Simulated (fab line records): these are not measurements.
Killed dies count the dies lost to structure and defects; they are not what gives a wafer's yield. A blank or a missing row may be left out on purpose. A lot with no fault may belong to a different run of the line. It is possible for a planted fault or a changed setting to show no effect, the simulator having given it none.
Split-lot study :: flow n5_finfet :: on a route of 1938 steps: 7 lots, 21 wafers read

THE SPLIT ITSELF
At N5_GATE_CUT_COAT_07 (resist thk 30 nm), the setting spin_rpm was moved away from the recipe's 1500 rpm on 8 of the 21 wafers read, by -9.9% to +4.3%. All remaining wafers had this setting at the recipe value.

FROM THE SPLIT TO THE READING: what the file shows between them, 7 steps
- N5_GATE_CUT_EBR_09
- N5_GATE_CUT_SOFTBAKE_08: time 60 s
- N5_GATE_CUT_EXPOSE_10: exposes mask GATE CUT, target cd 20 nm
- N5_GATE_CUT_PEB_11: peb time 60 s
- N5_GATE_CUT_DEVELOP_12: develop time 30 s
- N5_GATE_CUT_DESCUM_18: chemistry O2, time 7 s
- N5_GATE_CUT_ETCH_28: etches underlayer in N2/H2, target depth 13 nm, time 10.4 s

THE READING
CAR-EUV_of_GATE_CUT_COAT_07.thk_nm (the simulator's own value, which no gauge read), in nm, at N5_GATE_CUT_ETCH_36 (etches SiARC in CF4, target depth 13 nm, time 21.7 s). There is no usual value for it anywhere in the file. Across the 13 wafers here that went through the recipe, the average is 7.0 nm and the standard deviation 0.095 nm.

wafer: L075.1
tool, chamber at the split: litho_track-05, 0
spin_rpm as run, rpm: 1351
against the recipe: -9.9%
CAR-EUV_of_GATE_CUT_COAT_07.thk_nm, nm: 8.4
against lot-mates on the recipe: no lot-mate on the recipe

wafer: L075.3
tool, chamber at the split: litho_track-05, 0
spin_rpm as run, rpm: 1351
against the recipe: -9.9%
CAR-EUV_of_GATE_CUT_COAT_07.thk_nm, nm: 8.6
against lot-mates on the recipe: no lot-mate on the recipe

wafer: L075.4
tool, chamber at the split: litho_track-05, 0
spin_rpm as run, rpm: 1351
against the recipe: -9.9%
CAR-EUV_of_GATE_CUT_COAT_07.thk_nm, nm: 8.6
against lot-mates on the recipe: no lot-mate on the recipe

wafer: L079.1
tool, chamber at the split: litho_track-04, 0
spin_rpm as run, rpm: 1431
against the recipe: -4.6%
CAR-EUV_of_GATE_CUT_COAT_07.thk_nm, nm: 7.6
against lot-mates on the recipe: +0.6

wafer: L079.2
tool, chamber at the split: litho_track-04, 0
spin_rpm as run, rpm: 1431
against the recipe: -4.6%
CAR-EUV_of_GATE_CUT_COAT_07.thk_nm, nm: 7.8
against lot-mates on the recipe: +0.8

wafer: L079.5
tool, chamber at the split: litho_track-04, 0
spin_rpm as run, rpm: 1500
against the recipe: recipe
CAR-EUV_of_GATE_CUT_COAT_07.thk_nm, nm: 7
against lot-mates on the recipe: -

wafer: L082.1
tool, chamber at the split: litho_track-05, 0
spin_rpm as run, rpm: 1500
against the recipe: recipe
CAR-EUV_of_GATE_CUT_COAT_07.thk_nm, nm: 7
against lot-mates on the recipe: -

wafer: L082.3
tool, chamber at the split: litho_track-05, 0
spin_rpm as run, rpm: 1500
against the recipe: recipe
CAR-EUV_of_GATE_CUT_COAT_07.thk_nm, nm: 6.8
against lot-mates on the recipe: -

wafer: L082.5
tool, chamber at the split: litho_track-05, 0
spin_rpm as run, rpm: 1408
against the recipe: -6.1%
CAR-EUV_of_GATE_CUT_COAT_07.thk_nm, nm: 7.8
against lot-mates on the recipe: +0.9

wafer: L083.1
tool, chamber at the split: litho_track-02, 0
spin_rpm as run, rpm: 1500
against the recipe: recipe
CAR-EUV_of_GATE_CUT_COAT_07.thk_nm, nm: 7
against lot-mates on the recipe: -

wafer: L083.4
tool, chamber at the split: litho_track-02, 0
spin_rpm as run, rpm: 1500
against the recipe: recipe
CAR-EUV_of_GATE_CUT_COAT_07.thk_nm, nm: 7
against lot-mates on the recipe: -

wafer: L083.2
tool, chamber at the split: litho_track-02, 0
spin_rpm as run, rpm: 1565
against the recipe: +4.3%
CAR-EUV_of_GATE_CUT_COAT_07.thk_nm, nm: 6.4
against lot-mates on the recipe: -0.6

wafer: L087.1
tool, chamber at the split: litho_track-05, 0
spin_rpm as run, rpm: 1500
against the recipe: recipe
CAR-EUV_of_GATE_CUT_COAT_07.thk_nm, nm: 7
against lot-mates on the recipe: -

wafer: L087.6
tool, chamber at the split: litho_track-05, 0
spin_rpm as run, rpm: 1500
against the recipe: recipe
CAR-EUV_of_GATE_CUT_COAT_07.thk_nm, nm: 7
against lot-mates on the recipe: -

wafer: L087.4
tool, chamber at the split: litho_track-05, 0
spin_rpm as run, rpm: 1367
against the recipe: -8.9%
CAR-EUV_of_GATE_CUT_COAT_07.thk_nm, nm: 8.2
against lot-mates on the recipe: +1.2

wafer: L096.1
tool, chamber at the split: litho_track-05, 0
spin_rpm as run, rpm: 1500
against the recipe: recipe
CAR-EUV_of_GATE_CUT_COAT_07.thk_nm, nm: 6.8
against lot-mates on the recipe: -

wafer: L096.5
tool, chamber at the split: litho_track-05, 0
spin_rpm as run, rpm: 1500
against the recipe: recipe
CAR-EUV_of_GATE_CUT_COAT_07.thk_nm, nm: 7
against lot-mates on the recipe: -

wafer: L096.6
tool, chamber at the split: litho_track-05, 0
spin_rpm as run, rpm: 1500
against the recipe: recipe
CAR-EUV_of_GATE_CUT_COAT_07.thk_nm, nm: 7
against lot-mates on the recipe: -

wafer: L097.1
tool, chamber at the split: litho_track-02, 0
spin_rpm as run, rpm: 1500
against the recipe: recipe
CAR-EUV_of_GATE_CUT_COAT_07.thk_nm, nm: 7
against lot-mates on the recipe: -

wafer: L097.5
tool, chamber at the split: litho_track-02, 0
spin_rpm as run, rpm: 1500
against the recipe: recipe
CAR-EUV_of_GATE_CUT_COAT_07.thk_nm, nm: 7
against lot-mates on the recipe: -

wafer: L097.6
tool, chamber at the split: litho_track-02, 0
spin_rpm as run, rpm: 1500
against the recipe: recipe
CAR-EUV_of_GATE_CUT_COAT_07.thk_nm, nm: 7.2
against lot-mates on the recipe: -

FIT RESULTS
A straight line over all 21 wafers: CAR-EUV_of_GATE_CUT_COAT_07.thk_nm changes by -0.15 nm for each +1% of spin_rpm; r = -0.99; the points scatter about the line by 0.1 nm.
The same after taking each lot's own level away (the mean of its wafers on the recipe; 18 wafers): -0.142 nm for each +1%; r = -0.98; scatter 0.08 nm.
On that fit, the largest move of spin_rpm shifts the reading by 1.4 nm.
Across the lots, their own levels run from 6.90 to 7.07 nm, a range of 1.8 times the standard deviation given above.
The two slopes are in agreement: the lot-to-lot level therefore moves the slope only a little.
Check: +1.31 nm against its lot-mates is what the line predicts for one of the wafers moved furthest among these (-8.9%) when that wafer is left out of the fit. Against them it came out at +1.2 nm.

THE WHOLE CHAIN: every reading that the file lists as answering this split, in the file's order
step: N5_GATE_CUT_COAT_07
what it does: resist thk 30 nm
reading: CAR-EUV_of_GATE_CUT_COAT_07.thk_nm (the simulator's own value, which no gauge read)
change (the file's fit): -0.159 nm for each +1% of the setting
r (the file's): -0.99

step: N5_GATE_CUT_DEVELOP_12
what it does: develop time 30 s
reading: CAR-EUV_of_GATE_CUT_COAT_07.thk_nm (the simulator's own value, which no gauge read)
change (the file's fit): -0.15 nm for each +1% of the setting
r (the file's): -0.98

step: N5_GATE_CUT_ETCH_36
what it does: etches SiARC in CF4, target depth 13 nm, time 21.7 s
reading: CAR-EUV_of_GATE_CUT_COAT_07.thk_nm (the simulator's own value, which no gauge read)
change (the file's fit): -0.141 nm for each +1% of the setting
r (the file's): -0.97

THE FILE'S OWN FIT
CAR-EUV_of_GATE_CUT_COAT_07.thk_nm changes by -0.141 nm for each +1% of spin_rpm, r = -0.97.
